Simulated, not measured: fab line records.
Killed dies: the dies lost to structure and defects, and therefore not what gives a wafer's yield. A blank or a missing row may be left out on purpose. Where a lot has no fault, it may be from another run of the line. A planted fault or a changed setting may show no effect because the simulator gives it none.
fab line records + flow n5_finfet
record
- lots=4
- wafers=11
- last_day=17
route steps=1938 shown WELL_APT@36 PMOS_HMC_CHANNEL_EPI@57 BEOL_M4@1111 PASSIVATION@1936
lots that met no fault: taken from a fault-free run of the same line
start_h: the number of hours between the record's first day and the start of the first shown wafer of the lot + wait_h: hours since the lot's step before + " identical to the entry in the row above + L1.1+2: one row covering several wafers at once + - either no value or no given start + * or withheld: withheld + < > ~ a bound
route shown NAME@n: NAME is a module with steps in the file, n the number in the route of the first one + usual: mean/standard deviation taken from wafers without a fault + same: alike in all rows + chamber/n: place in a boat + sites: each site's reading + _std_site: the values' standard deviation + _edge_site: mean of outer sites minus mean of inner sites + radius_mm: for every site, how far away it sits from the centre of the wafer + mask NAME#n: copy n + behind: tool/chamber where the wafer was last shaped + hold: why the lot went on hold/how many hours it stayed there/how the hold came to an end + device: the transistor (n, p or np) that didn't switch + end of line: the tests these same wafers got at the end of their route + a step without rows: its recipe alone + killed: at the first sort, the dies lost to defects and structure; wafer yield is something else + map: dies across one wafer; x = killed, . = not, _ = none there
set.NAME: the setting the step ran with; set.NAME@STEP: the setting that earlier step ran with + model.NAME: the simulator's own value behind a step, which no gauge read
lots at some steps of the route; a table a step, a row a wafer
services: the hour from which a tool's chamber was out of use, counted from the record's first day as start_h (under 0 if before that day), plus the number of hours and why
## steps
# step N5_WELL_APT_COAT_19
# recipe
- spin_rpm=1357
- resist_thk_nm=950
# step N5_WELL_APT_EBR_21
# recipe
- solvent=PGMEA
- ebr_width_mm=1.5
# step N5_WELL_APT_SOFTBAKE_20
# recipe
- temp_c=130
- time_s=60
# step N5_WELL_APT_EXPOSE_22
# recipe
- mask_id=PWELL
- na=0.8
- source_shape=conventional
- sigma_outer=0.8
- polarization=unpolarized
- defocus_nm=0
- target_cd_nm=200
- dose_mj=23.2
# step N5_WELL_APT_PEB_23
# recipe
- peb_temp_c=130
- peb_time_s=90
# step N5_WELL_APT_DEVELOP_24
# recipe
- develop_time_s=45
- rinse_liquid=surfactant_rinse
- dry=air_spin
- dev_temp_c=21
# step N5_WELL_APT_HARDBAKE_29
# recipe
- temp_c=130
- time_s=120
# step N5_WELL_APT_DESCUM_30
# recipe
- chemistry=O2
- time_s=7.9
- source_power_w=50
- bias_power_w=20
- pressure_mtorr=20
- rf_frequency_hz=2.712e+07
- temp_c=40
- o2_flow_sccm=225
# step N5_WELL_APT_IMPLANT_31
# recipe
- species=B
- energy_kev=60
- dose_cm2=1.5e+13
- tilt_deg=0
- rotation_deg=0
# step N5_WELL_APT_IMPLANT_32
# recipe
- species=BF2
- energy_kev=50
- dose_cm2=2e+13
- tilt_deg=0
- rotation_deg=0
# usual
- dose_ions_cm2=2.0002e+13/2.3e+10
- faraday_current_uA=254/5.3
| lot.wafer | tool         | chamber | start_h | wait_h | dose_ions_cm2 | faraday_current_uA |
|-----------|--------------|---------|---------|--------|---------------|--------------------|
| L348.1    | implanter-01 | 0       | 27.42   | 0.1    | 2.0012e+13    | 253                |
| L348.3    | "            | 0       | "       | "      | 2.0018e+13    | 255                |
| L348.4    | "            | 0       | "       | "      | 2.0018e+13    | 260                |
| L357.2    | implanter-01 | 0       | 81.22   | 0.1    | 2.0004e+13    | 252                |
| L357.6    | "            | 0       | "       | "      | 1.998e+13     | 254                |
| L367.1    | implanter-01 | 0       | 141.68  | 0.1    | 3.8057e+13    | 490                |
| L367.2    | "            | 0       | "       | "      | 3.8041e+13    | 467                |
| L367.3    | "            | 0       | "       | "      | 3.8042e+13    | 485                |
| L368.1    | implanter-01 | 0       | 147.41  | 0.1    | 3.8061e+13    | 479                |
| L368.2    | "            | 0       | "       | "      | 3.8058e+13    | 477                |
| L368.3    | "            | 0       | "       | "      | 3.8065e+13    | 485                |
# step N5_WELL_APT_STRIP_33
# recipe
- chemistry=SPM
- time_s=900
- temp_c=130
- h2so4_h2o2_vol_ratio=4
- dry=ipa_marangoni
# step N5_WELL_APT_RTA_34
# recipe
- temp_c=1000
- time_s=10
- ambient=N2
- idle_temp_c=600
- ramp_up_c_per_s=150
- ramp_down_c_per_s=60
- cool_to_c=600
# step N5_WELL_APT_OXIDE_STRIP_42
# recipe
- chemistry=dHF
- dilution=25:1
- time_s=45
- temp_c=25
- target=SiO2
- target_depth_a=120
# step N5_WELL_APT_PRECLEAN_36
# recipe
- chemistry=O3/DIW
- time_s=45
- temp_c=22
- o3_ppm=10
# step N5_WELL_APT_PRECLEAN_39
# recipe
- chemistry=dHF
- time_s=60
- dilution=150:1
- temp_c=25
# step N5_WELL_APT_SRD_37
# recipe
- dry=ipa_marangoni
- do_ppb=5
- time_s=30
- temp_c=23
- rinse_liquid=diw
# step N5_WELL_APT_EPI_41
# recipe
- material=Si
- target_thk_a=500
- temp_c=650
- precursor=SiH4/H2
- pressure_torr=20
- time_s=297.7
# step N5_PMOS_HMC_CHANNEL_EPI_HM_DEP_34
# recipe
- material=SiO2
- target_thk_a=360
- temp_c=400
- precursor=TEOS/O2
- pressure_torr=6.5
- rf_w=900
- teos_flow_sccm=161.4
- gas=O2
- flow_sccm=2650
- time_s=6.9
# step N5_PMOS_HMC_CHANNEL_EPI_COAT_31
# recipe
- resist=BARC
- temp_c=205
- time_s=60
- spin_rpm=1500
- resist_thk_nm=66
# step N5_PMOS_HMC_CHANNEL_EPI_COAT_03
# recipe
- resist=CAR-ArF-block
- spin_rpm=1500
- resist_thk_nm=205
# step N5_PMOS_HMC_CHANNEL_EPI_EBR_05
# recipe
- solvent=PGMEA
- ebr_width_mm=1.5
# step N5_PMOS_HMC_CHANNEL_EPI_SOFTBAKE_04
# recipe
- temp_c=110
- time_s=60
- resist=CAR-ArF-block
# step N5_PMOS_HMC_CHANNEL_EPI_EXPOSE_06
# recipe
- mask_id=PMOS_HMC_BLK
- na=1.35
- source_shape=conventional
- sigma_outer=0.8
- polarization=unpolarized
- target_cd_nm=240
- dose_mj=41
# step N5_PMOS_HMC_CHANNEL_EPI_PEB_07
# recipe
- peb_temp_c=110
- peb_time_s=60
- resist=CAR-ArF-block
# step N5_PMOS_HMC_CHANNEL_EPI_DEVELOP_08
# recipe
- develop_time_s=30
- developer=TMAH
- resist=CAR-ArF-block
- dev_temp_c=23
- rinse_liquid=diw
- dry=air_spin
# step N5_PMOS_HMC_CHANNEL_EPI_DESCUM_14
# recipe
- chemistry=O2
- time_s=7.9
- source_power_w=50
- bias_power_w=20
- pressure_mtorr=20
- rf_frequency_hz=2.712e+07
- temp_c=40
- resist=CAR-ArF-block
- o2_flow_sccm=225
# step N5_PMOS_HMC_CHANNEL_EPI_ETCH_32
# recipe
- chemistry=N2/H2
- target=BARC
- stop_on=SiO2
- target_depth_a=858
- over_etch_frac=0.3
- time_s=50.3
- ion_energy_ev=200
- mask_material=CAR-ArF-block
- pressure_mtorr=30
- source_w=840
- bias_w=150
- n2_flow_sccm=200
- h2_flow_sccm=200
# step N5_PMOS_HMC_CHANNEL_EPI_HM_OPEN_15
# recipe
- chemistry=CHF3/O2
- target=SiO2
- mask_material=CAR-ArF-block
- target_depth_a=406
- CHF3_flow_sccm=50
- O2_flow_sccm=5
- Ar_flow_sccm=200
- time_s=20.3
- pressure_mtorr=30
- source_w=650
- bias_w=170
- ion_energy_ev=200
# step N5_PMOS_HMC_CHANNEL_EPI_STRIP_33
# recipe
- chemistry=N2/H2
- power_w=500
- temp_c=40
- pressure_mtorr=50
- rf_frequency_hz=6e+07
- overash_fraction=0.3
- bias_power_w=8
- h2_frac=0.5
- n2_flow_sccm=300
- h2_flow_sccm=300
# step N5_PMOS_HMC_CHANNEL_EPI_STRIP_17
# recipe
- chemistry=SPM
- time_s=750
- temp_c=130
- h2so4_h2o2_vol_ratio=4
- dry=ipa_marangoni
# step N5_PMOS_HMC_CHANNEL_EPI_ETCH_38
# recipe
- chemistry=CF4
- target=SiO2
- target_depth_a=15
- ion_energy_ev=350
- pressure_mtorr=10
- icp_w=800
- bias_w=400
- cf4_flow_sccm=80
# step N5_PMOS_HMC_CHANNEL_EPI_FIN_RECESS_16
# recipe
- chemistry=HBr/Cl2
- target=Si
- mask_material=SiO2
- target_depth_a=540
- time_s=18
- pressure_mtorr=10
- icp_w=800
- bias_w=75
- HBr_flow_sccm=150
- Cl2_flow_sccm=80
# step N5_PMOS_HMC_CHANNEL_EPI_PRECLEAN_36
# recipe
- chemistry=O3/DIW
- time_s=45
- temp_c=22
- o3_ppm=10
# step N5_PMOS_HMC_CHANNEL_EPI_PRECLEAN_18
# recipe
- chemistry=DHF
- time_s=30
- temp_c=25
- dilution=withheld
# step N5_PMOS_HMC_CHANNEL_EPI_SRD_19
# recipe
- dry=ipa_marangoni
- do_ppb=5
- time_s=30
- temp_c=23
- rinse_liquid=diw
# step N5_BEOL_M4_RC_MEAS_101
# usual
- CJ_N=4.36/0.13
- DIBL_N=36.0/2
- DIBL_P=35.9/2.5
- IOFF_N=0.16/0.038
- IOFF_N_LONG=5.6e-05/3.3e-06
- IOFF_P=0.21/0.04
- ION_N=675/14
- ION_P=462/9.4
- RS_PWELL=3012/21
- SS_N=71.5/0.75
- SS_P=73.2/0.74
- VT_N=250/3.9
- VT_P=-251/3.2
| lot.wafer | tool      | chamber | start_h | wait_h | CJ_N | DIBL_N[mV/V] | DIBL_P[mV/V] | IOFF_N[nA/um] | IOFF_N_LONG[nA/um] | IOFF_P[nA/um] | ION_N[uA/um] | ION_P[uA/um] | RS_PWELL[ohm/sq] | SS_N[mV/dec] | SS_P[mV/dec] | VT_N[mV] | VT_P[mV] |
|-----------|-----------|---------|---------|--------|------|--------------|--------------|---------------|--------------------|---------------|--------------|--------------|------------------|--------------|--------------|----------|----------|
| L348.1    | prober-01 | 0       | 178.45  | 0.0    | 4.26 | 32.7         | 29.8         | 0.12          | 6.1e-05            | 0.16          | 666          | 460          | 3002             | 70.3         | 71.8         | 252      | -252     |
| L348.3    | "         | 0       | "       | "      | 4.09 | 36.5         | 35.1         | 0.18          | 6.2e-05            | 0.23          | 690          | 469          | 3012             | 71.6         | 73.2         | 246      | -249     |
| L348.4    | "         | 0       | "       | "      | 4.38 | 37.7         | 36.1         | 0.22          | 6.4e-05            | 0.26          | 700          | 476          | 3016             | 70.9         | 73.6         | 241      | -248     |
| L357.2    | prober-02 | 0       | 249.62  | 0.2    | 4.23 | 35.8         | 38.4         | 0.15          | 5.2e-05            | 0.21          | 672          | 461          | 3018             | 71.3         | 73.0         | 251      | -252     |
| L357.6    | "         | 0       | "       | "      | 4.18 | 35.7         | 38.0         | 0.14          | 5.1e-05            | 0.21          | 654          | 455          | 3003             | 71.7         | 73.3         | 252      | -250     |
| L367.1    | prober-01 | 0       | 295.73  | 0.0    | 6.11 | 37.8         | 37.8         | 0.18          | 8.2e-05            | 0.24          | 689          | 472          | 2880             | 72.1         | 73.3         | 247      | -250     |
| L367.2    | "         | 0       | "       | "      | 5.91 | 34.8         | 35.8         | 0.12          | 7.6e-05            | 0.22          | 650          | 462          | 2873             | 70.6         | 73.6         | 255      | -250     |
| L367.3    | "         | 0       | "       | "      | 6.24 | 37.1         | 37.4         | 0.15          | 8.6e-05            | 0.24          | 663          | 457          | 2896             | 71.7         | 73.9         | 252      | -250     |
| L368.1    | prober-01 | 0       | 300.77  | 0.0    | 6.36 | 32.1         | 31.4         | 0.09          | 8.7e-05            | 0.14          | 653          | 453          | 2909             | 71.1         | 71.8         | 256      | -255     |
| L368.2    | "         | 0       | "       | "      | 6.39 | 32.2         | 31.8         | 0.10          | 8.6e-05            | 0.14          | 654          | 458          | 2877             | 69.9         | 71.8         | 256      | -257     |
| L368.3    | "         | 0       | "       | "      | 6.17 | 36.7         | 37.5         | 0.13          | 8.1e-05            | 0.20          | 669          | 463          | 2903             | 71.4         | 73.6         | 253      | -252     |
# step N5_PASSIVATION_PROBE_49
# usual
- defect_limited_yield=91.3/1.5
- killed_at_M0_to_M3=33/12
- killed_at_M4_up=15/5.2
- killed_at_contacts=12/5.1
- killed_at_front_end=39/11
- killed_at_other=5/3.6
- killed_dies=103/18
- killed_open=67/13
- killed_short=33/7.8
- sort_bin_5_function=5.1/0.96
- sort_bin_6_memory=3.2/0.71
- sort_n_pass=1077/18
- sort_yield_pct=91.3/1.5
# same
- gross_dies=1180
- killed_at_back_side=0
- sort_bin_4_leakage[%]=0
- sort_bin_8_speed[%]=0
| lot.wafer | tool      | chamber | start_h | wait_h | defect_limited_yield[%] | killed_at_M0_to_M3 | killed_at_M4_up | killed_at_contacts | killed_at_front_end | killed_at_other | killed_dies | killed_open | killed_short | sort_bin_5_function[%] | sort_bin_6_memory[%] | sort_n_pass | sort_yield_pct[%] |
|-----------|-----------|---------|---------|--------|-------------------------|--------------------|-----------------|--------------------|---------------------|-----------------|-------------|-------------|--------------|------------------------|----------------------|-------------|-------------------|
| L357.2    | prober-02 | -       | 348.50  | 0.1    | 89.2                    | 33                 | 17              | 13                 | 59                  | 6               | 128         | 79          | 41           | 5.6                    | 4.3                  | 1052        | 89.2              |
| L368.1    | prober-01 | -       | 400.87  | 0.0    | 90.2                    | 37                 | 12              | 13                 | 51                  | 3               | 116         | 72          | 40           | 5.8                    | 3.3                  | 1064        | 90.2              |
# killed by level:class
L357.2 BEOL_M1:geometric_particle:open=14 FIN_SAQP:geometric_particle:short=10 STI_FIN_REVEAL:geometric_particle:open=10 MOL_CONTACT_COAG:geometric_particle:open=10 FIN_SAQP:geometric_particle:open=8 HKMG_FIN:area_etch=8 DUMMY_GATE:geometric_particle:open=7 GATE_CUT:geometric_particle:short=6
L368.1 STI_FIN_REVEAL:geometric_particle:open=12 FIN_SAQP:geometric_particle:short=11 BEOL_M3:geometric_particle:open=11 MOL_CONTACT_COAG:geometric_particle:open=9 STI_FIN_REVEAL:geometric_particle:short=6 BEOL_M0_SAQP:geometric_particle:open=6 FIN_SAQP:geometric_particle:open=5 BEOL_M0_SAQP:geometric_particle:short=5
## services
| tool         | chamber | start_h | hours | kind   |
|--------------|---------|---------|-------|--------|
| implanter-01 | -       | 86.28   | 1.3   | repair |
| implanter-01 | -       | 117.16  | 3.8   | pm     |
| implanter-01 | -       | 123.13  | 17.1  | repair |
## key
first_sign
- step=N5_WELL_APT_IMPLANT_32
- reading=dose_ions_cm2
- direction=up
- sigmas=99+
- usual=2.0002e+13
- struck=3.8054e+13
effect
- step=N5_WELL_APT_IMPLANT_32
- reading=faraday_current_uA
- direction=up
- sigmas=43
- usual=254
- struck=481
effect
- step=N5_BEOL_M4_RC_MEAS_101
- reading=CJ_N
- direction=up
- sigmas=15
- usual=4.36
- struck=6.20
effect
- step=N5_BEOL_M4_RC_MEAS_101
- reading=IOFF_N_LONG
- direction=up
- sigmas=8.1
- usual=5.6e-05
- struck=8.3e-05
effect
- step=N5_BEOL_M4_RC_MEAS_101
- reading=RS_PWELL
- direction=down
- sigmas=5.7
- usual=3012
- struck=2890
met_at N5_WELL_APT_IMPLANT_32
struck_wafers L367.1,L367.2,L367.3,L368.1,L368.2,L368.3
onset_between 81.22 141.68
fault
- kind=process_parameter_drift
- tool=implanter-01
- chamber=-
- onset_h=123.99
- steps=N5_WELL_APT_IMPLANT_32
- channel=dose_cm2
- offset=1.8055e+13
- shape=step
- end_h=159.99
- acts_in=these_recipes_only
- stated=2e+13
